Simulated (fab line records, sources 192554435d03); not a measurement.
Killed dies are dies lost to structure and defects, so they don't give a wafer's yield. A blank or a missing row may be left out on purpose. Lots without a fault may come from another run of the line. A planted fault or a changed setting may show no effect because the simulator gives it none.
Chamber matching | flow n5_finfet | N5_FIN_CUT_DESCUM_13 on rie_diel-06: 4 sister chambers
The step chemistry O2, time 7 s. 4 wafers are shown with their chamber, then 7 later ones without.

WAFERS WITH THEIR CHAMBER
wafer  | chamber | showerhead_plenum_p_Torr (Torr)
L083.1 | 0       | 2.01
L089.5 | 2       | 2.06
L091.3 | 1       | 2.08
L091.5 | 3       | 2.20

WAFERS WITHOUT THEIR CHAMBER
wafer  | showerhead_plenum_p_Torr (Torr)
L091.6 | 2.06
L094.3 | 2.20
L094.5 | 2.05
L094.6 | 2.08
L097.1 | 2.05
L097.3 | 2.20
L097.6 | 2.20

WHICH CHAMBER EACH WENT THROUGH
wafer  | from the rows above | in truth
L091.6 | 2                   | 2
L094.3 | 3                   | 3
L094.5 | 2                   | 2
L094.6 | 1                   | 1
L097.1 | 2                   | 2
L097.3 | 3                   | 3
L097.6 | 3                   | 3
Placed correctly: 7 of 7. Can't be placed from these rows: 0. Placed wrongly: 0.
How it was worked out, from the rows above alone: a wafer's distance from a chamber is the root of the sum, over the readings, of the square of ((its reading less the chamber's mean) divided by the reading's scatter). The wafer belongs to the nearest chamber; if the next one is less than 2 further off, it can't be placed. A chamber's mean is the mean of its shown wafers. The scatter: with one shown wafer a chamber, the root of the mean of the squares of how far each hidden wafer lies from its nearest shown one.
